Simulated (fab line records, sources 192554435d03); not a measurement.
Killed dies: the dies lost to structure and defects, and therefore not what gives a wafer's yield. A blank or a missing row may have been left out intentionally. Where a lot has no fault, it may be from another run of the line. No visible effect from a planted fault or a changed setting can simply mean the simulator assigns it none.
Which of the tools did it? | flow n5 finfet | 12 lots with 36 wafers sampled at 2 steps, on a route of 1938 steps

WHAT THE GAUGES SHOWED, per wafer
N5_BEOL_M4_THK_MEAS_01.
lot  | measured     | on            | M4_ILD_THK (nm)
L075 | day 7 22:22  | film metro-01 | 80.2 81.3 82.0
L078 | day 10 04:28 | film metro-02 | 77.2 77.0 79.0
L083 | day 10 15:35 | film metro-02 | 79.1 80.3 80.4
L080 | day 10 19:54 | film metro-02 | 79.3 80.9 81.3
L082 | day 11 05:53 | film metro-01 | 77.8 78.1 79.4
L085 | day 11 13:35 | film metro-02 | 79.7 80.2 78.4
L086 | day 11 19:29 | film metro-01 | 76.9 77.1 78.3
L091 | day 12 15:57 | film metro-02 | 79.6 77.6 78.6
L093 | day 13 11:02 | film metro-01 | 78.8 79.5 80.5
L092 | day 13 16:22 | film metro-01 | 77.5 79.2 80.2
L095 | day 13 19:48 | film metro-01 | 77.7 79.5 80.5
L097 | day 14 02:43 | film metro-01 | 77.2 78.1 79.0

WHICH TOOL RAN EACH LOT (tool, then ch and the chambers of the sampled wafers, then the start)
lot  | N5_BEOL_M3_ANNEAL_93
L075 | pvd sputter-02, day 7 20:47
L078 | pvd sputter-01, day 10 02:47
L083 | pvd sputter-03, day 10 13:48
L080 | pvd sputter-01, day 10 18:22
L082 | pvd sputter-01, day 11 04:16
L085 | pvd sputter-03, day 11 12:02
L086 | pvd sputter-03, day 11 17:56
L091 | pvd sputter-03, day 12 14:25
L093 | pvd sputter-02, day 13 09:23
L092 | pvd sputter-01, day 13 14:48
L095 | pvd sputter-01, day 13 18:16
L097 | pvd sputter-03, day 14 01:11
- N5_BEOL_M3_ANNEAL_93: time 240 s.

THE ANSWER, worked out from the rows above alone
Rule: what is usual is taken from the lots themselves. Put in order of their means at a reading, lots are off if they are a third of the lots or fewer, leave a main group of 4 or more, and stand apart from it by a gap of 3 or more times the standard deviation of the main group's means; of several such gaps the widest counts. The tables above print the reading to a certain number of digits; a main group whose means all agree to those digits is not used. A lot without any number at a reading at which 4 lots or more have one is off too. The other lots that the step has rows for count as sound.
None of the lots is off at any reading shown; this tells nothing.

WHAT THE SIMULATOR PUT IN
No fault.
